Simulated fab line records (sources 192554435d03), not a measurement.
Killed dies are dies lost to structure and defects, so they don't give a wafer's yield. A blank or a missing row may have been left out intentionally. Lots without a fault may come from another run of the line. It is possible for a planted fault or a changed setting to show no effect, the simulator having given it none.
fab line records | flow n5Finfet | part 2 of 2: steps 5 to 6 of 6
record lots=24 wafers=72 lastDay=20
route steps=1938 shown BEOL_M10@1503 BEOL_M11@1580 BEOL_M12@1618
lots that met no fault: taken from a fault-free run of the same line
startH: the number of hours between the record's first day and the start of the first shown wafer of the lot | waitH: how many hours have passed since the lot's step before this one | " unchanged from the row above | L1.1+2: a single row standing in for several wafers | - either no value or no given start | * or withheld: withheld | < > ~ a bound
route shown NAME@n: NAME is a module with steps in the file, n the number in the route of the first one | usual: mean and standard deviation over wafers with no fault | same: alike in all rows | chamber/n: place in a boat | sites: the reading at each site | _std_site: how widely they spread, as a standard deviation | _edge_site: inner sites' mean taken away from outer sites' mean | radiusMm: how far each site lies from the wafer's centre | mask NAME#n: copy n | behind: the most recent tool/chamber to have shaped the wafer | hold: cause of the lot's hold/its duration in hours/its outcome | device: the n, p or np transistor that did not switch | end of line: tests run on the same wafers once the route is complete | where a step has no rows: the recipe by itself | killed: dies that structure and defects cost at the first sort, which is not the same as the wafer's yield | map: dies across one wafer; x = killed, . = not, _ = none there
set.NAME: the setting as run; set.NAME@STEP: as run at that earlier step | model.NAME: the simulator's own value behind a step, which no gauge read
a sample of lots followed through the steps of the route, with each step as a table and each wafer as a row
services: when a tool's chamber went out of use (startH, in hours from the record's first day, below 0 if earlier), for how many hours, and the reason
## steps
# step N5_BEOL_M11_DEP_56
# recipe material=SiCN targetThkA=300 tempC=withheld precursor=3MS/NH3 pressureTorr=3 rfW=675 timeS=10.5
# usual rfFwdPowerW=663/4.4 showerheadPlenumPTorr=4.145/0.02 throttleValvePct=18.3/1.2
# columns lot.wafer tool chamber startH waitH rfFwdPowerW showerheadPlenumPTorr throttleValvePct
L075.2 pecvd-03 0 255.79 0.0 663 4.147 17.8
L075.4 " 0 " " 664 4.139 17.4
L075.5 " 1 " " 662 4.140 17.4
L074.2 pecvd-04 2 257.17 0.0 663 4.114 16.9
L074.4 " 2 " " 668 4.131 17.2
L074.6 " 1 " " 655 4.155 20.1
L076.3 pecvd-04 0 258.74 0.0 671 4.150 18.4
L076.4 " 1 " " 658 4.147 20.1
L076.5 " 2 " " 665 4.125 17.2
L078.1 pecvd-04 2 280.35 0.0 667 4.123 17.2
L078.4 " 0 " " 668 4.142 18.4
L078.5 " 1 " " 658 4.144 20.3
L077.1 pecvd-02 1 284.45 0.0 669 4.155 18.3
L077.5 " 2 " " 660 4.139 17.0
L077.6 " 1 " " 668 4.146 18.5
L079.1 pecvd-02 2 302.33 0.0 659 4.140 16.6
L079.2 " 1 " " 667 4.150 18.3
L079.3 " 0 " " 664 4.198 19.3
L080.1 pecvd-02 1 306.57 0.0 666 4.152 17.9
L080.2 " 2 " " 662 4.136 16.6
L080.4 " 0 " " 667 4.181 19.2
L081.2 pecvd-02 2 308.19 0.0 660 4.141 16.8
L081.3 " 0 " " 667 4.187 19.3
L081.4 " 1 " " 670 4.160 18.1
L082.3 pecvd-03 2 316.58 0.0 661 4.150 17.2
L082.5 " 1 " " 656 4.138 17.3
L082.6 " 0 " " 661 4.133 17.3
L083.1 pecvd-04 1 341.71 0.0 658 4.144 20.2
L083.3 " 2 " " 663 4.112 17.1
L083.5 " 1 " " 657 4.145 20.3
L084.3 pecvd-04 1 359.73 0.0 657 4.149 20.2
L084.5 " 2 " " 663 4.110 17.6
L084.6 " 1 " " 656 4.146 20.1
L085.3 pecvd-04 2 360.02 0.0 664 4.121 16.9
L085.4 " 1 " " 657 4.151 20.2
L085.6 " 1 " " 660 4.142 20.2
L088.1 pecvd-02 1 361.41 0.0 666 4.158 18.2
L088.3 " 0 " " 667 4.186 19.4
L088.6 " 2 " " 660 4.146 17.0
L086.2 pecvd-03 2 369.01 0.0 662 4.155 17.6
L086.3 " 0 " " 665 4.135 17.6
L086.5 " 1 " " 661 4.134 17.5
L087.1 pecvd-03 0 370.49 0.0 666 4.150 17.5
L087.2 " 1 " " 662 4.123 17.3
L087.5 " 0 " " 667 4.140 17.8
L089.2 pecvd-04 0 373.56 0.0 670 4.164 18.6
L089.3 " 2 " " 661 4.120 17.4
L089.5 " 2 " " 664 4.116 17.3
L092.3 pecvd-04 1 376.02 0.0 657 4.144 20.3
L092.4 " 0 " " 675 4.149 18.7
L092.5 " 1 " " 657 4.153 20.0
L090.4 pecvd-04 1 382.82 0.0 660 4.138 19.9
L090.5 " 2 " " 666 4.133 17.5
L090.6 " 0 " " 669 4.154 18.7
L091.2 pecvd-04 0 384.45 0.0 670 4.148 18.7
L091.4 " 1 " " 658 4.151 20.3
L091.6 " 2 " " 665 4.122 17.4
L094.1 pecvd-04 2 390.72 0.0 664 4.120 17.4
L094.2 " 0 " " 670 4.155 18.6
L094.6 " 1 " " 656 4.154 20.3
L093.1 pecvd-04 0 391.93 0.0 667 4.156 18.8
L093.2 " 2 " " 665 4.116 17.3
L093.6 " 0 " " 673 4.164 18.6
L096.1 pecvd-03 2 398.66 0.0 665 4.155 17.5
L096.2 " 1 " " 656 4.145 17.6
L096.4 " 2 " " 666 4.148 17.3
L095.2 pecvd-04 1 401.19 0.0 660 4.148 20.3
L095.3 " 0 " " 668 4.162 18.8
L095.6 " 2 " " 662 4.107 17.5
L097.1 pecvd-03 0 430.28 0.0 665 4.144 17.4
L097.2 " 2 " " 661 4.161 17.4
L097.4 " 2 " " 662 4.163 17.4
# step N5_BEOL_M12_STRIP_63
# recipe chemistry=N2/H2 powerW=1000 tempC=250 h2Frac=0.65 overashFraction=0.3 pressureMtorr=1000 n2FlowSccm=1750 h2FlowSccm=3250
# usual drypumpMotorCurrentA=5.7/0.44 heaterPowerW=342/22 oesProductAu=0.693/0.0044 stripTimeToEndpointS=42.2/0.83
# columns lot.wafer tool chamber startH waitH drypumpMotorCurrentA heaterPowerW oesProductAu rfHoursCounterH stripTimeToEndpointS
L075.2 plasmaAsher-02 1 256.94 - 5.9 321 0.698 68 42.0
L075.4 " 1 " " 5.9 320 0.689 - 43.6
L075.5 " 1 " " 5.9 321 0.702 - 43.2
L074.2 plasmaAsher-02 0 258.51 - 5.2 359 0.686 68 42.6
L074.4 " 1 " " 5.9 321 0.687 - 40.7
L074.6 " 1 " " 5.9 317 0.686 - 40.7
L076.3 plasmaAsher-02 1 259.82 - 5.9 320 0.695 - 42.9
L076.4 " 0 " " 5.3 361 0.697 - 41.6
L076.5 " 1 " " 5.9 322 0.694 - 41.2
L078.1 plasmaAsher-02 1 281.29 - 5.9 318 0.686 74 42.3
L078.4 " 0 " " 5.2 364 0.689 - 41.8
L078.5 " 1 " " 5.9 324 0.695 - 41.8
L077.1 plasmaAsher-02 1 285.51 - 5.9 315 0.696 75 44.1
L077.5 " 1 " " 5.9 320 0.688 - 41.0
L077.6 " 0 " " 5.2 354 0.691 - 42.6
L079.1 plasmaAsher-01 1 303.39 - 6.5 370 0.691 132 41.6
L079.2 " 0 " " 5.6 322 0.688 132 42.6
L079.3 " 1 " " 6.4 361 0.700 - 41.9
L080.1 plasmaAsher-02 1 307.63 - 5.9 327 0.699 79 42.1
L080.2 " 0 " " 5.2 361 0.690 79 41.9
L080.4 " 1 " " 5.9 317 0.698 - 41.3
L081.2 plasmaAsher-01 0 309.24 - 5.5 329 0.692 133 41.8
L081.3 " 1 " " 6.5 366 0.693 - 42.8
L081.4 " 0 " " 5.6 324 0.695 - 41.9
L082.3 plasmaAsher-01 1 317.53 - 6.5 359 0.691 - 43.6
L082.5 " 0 " " 5.5 328 0.694 - 42.2
L082.6 " 1 " " 6.5 361 0.692 - 42.2
L083.1 plasmaAsher-01 0 342.78 - 5.6 314 0.689 140 41.2
L083.3 " 0 " " 5.6 324 0.688 - 42.2
L083.5 " 0 " " 5.6 324 0.692 - 40.4
L084.3 plasmaAsher-02 1 360.83 - 5.9 325 0.686 - 42.2
L084.5 " 0 " " 5.2 359 0.692 - 42.2
L084.6 " 1 " " 5.9 322 0.692 - 41.2
L085.3 plasmaAsher-02 0 361.24 - 5.2 364 0.697 - 43.4
L085.4 " 1 " " 5.9 313 0.689 - 42.5
L085.6 " 0 " " 5.2 368 0.696 - 42.7
L088.1 plasmaAsher-01 1 362.37 - 6.5 354 0.694 144 43.8
L088.3 " 0 " " 5.5 327 0.695 - 41.9
L088.6 " 0 " " 5.6 321 0.688 - 40.7
L086.2 plasmaAsher-02 0 369.96 - 5.2 368 0.698 90 43.0
L086.3 " 1 " " 5.9 325 0.692 - 42.9
L086.5 " 1 " " 5.9 324 0.696 - 40.8
L087.1 plasmaAsher-02 1 371.55 - 5.9 321 0.697 91 42.9
L087.2 " 0 " " 5.3 356 0.687 91 43.7
L087.5 " 0 " " 5.2 367 0.690 - 42.5
L089.2 plasmaAsher-02 0 374.51 - 5.2 361 0.705 91 42.0
L089.3 " 0 " " 5.2 350 0.695 - 42.4
L089.5 " 0 " " 5.2 356 0.692 - 41.8
L092.3 plasmaAsher-02 1 377.11 - 5.9 319 0.697 - 42.2
L092.4 " 0 " " 5.2 365 0.688 - 41.1
L092.5 " 1 " " 5.9 313 0.693 - 42.0
L090.4 plasmaAsher-01 1 383.76 - 6.5 357 0.693 - 41.6
L090.5 " 0 " " 5.6 326 0.700 - 42.7
L090.6 " 1 " " 6.5 359 0.690 - 41.5
L091.2 plasmaAsher-02 0 385.57 - 5.2 365 0.693 94 41.7
L091.4 " 0 " " 5.2 359 0.699 - 41.7
L091.6 " 1 " " 5.9 310 0.694 - 42.8
L094.1 plasmaAsher-01 0 391.78 - 5.6 322 0.691 151 42.8
L094.2 " 1 " " 6.5 366 0.688 151 42.4
L094.6 " 1 " " 6.5 357 0.696 - 42.6
L093.1 plasmaAsher-01 1 393.14 - 6.5 362 0.692 151 41.3
L093.2 " 0 " " 5.6 326 0.693 151 40.6
L093.6 " 1 " " 6.4 367 0.696 - 41.4
L096.1 plasmaAsher-02 1 399.76 - 5.9 328 0.691 97 42.1
L096.2 " 0 " " 5.2 363 0.694 97 41.6
L096.4 " 0 " " 5.2 369 0.691 - 41.8
L095.2 plasmaAsher-02 1 402.25 - 5.9 322 0.695 97 42.6
L095.3 " 0 " " 5.2 363 0.695 - 42.3
L095.6 " 0 " " 5.2 371 0.694 - 41.5
L097.1 plasmaAsher-02 0 431.27 - 5.2 357 0.690 103 42.7
L097.2 " 1 " " 5.9 323 0.693 103 44.4
L097.4 " 1 " " 5.9 333 0.697 - 42.0
## services
# columns tool chamber startH hours kind
rieDiel-02 1 229.90 7.5 repair
rieDiel-01 - 252.18 2.8 pm
rieDiel-05 1 270.40 3.0 repair
rieDiel-02 0 274.42 7.1 repair
pecvd-04 - 288.42 33.3 repair
pecvd-02 - 297.46 0.3 repair
rtpAnneal-01 - 324.70 5.2 pm
pecvd-04 - 328.99 0.3 repair
plasmaAsher-01 - 331.44 1.3 repair
rieDiel-03 2 333.39 19.1 repair
rieDiel-04 1 338.83 3.5 repair
pecvd-04 0 344.54 23.9 repair
pecvd-03 2 344.90 2.2 repair
plasmaAsher-02 - 348.15 2.1 repair
rieDiel-02 0 350.54 31.6 repair
rieDiel-06 1 354.22 10.2 repair
rieDiel-01 0 354.91 5.7 repair
plasmaAsher-02 - 362.09 2.8 pm
pecvd-04 - 382.97 0.7 repair
rieDiel-03 - 388.37 4.3 pm
rieDiel-03 3 418.14 1.4 repair
pecvd-03 1 427.46 12.8 repair
rieDiel-02 - 427.79 2.8 pm
rieDiel-02 1 430.95 4.9 repair
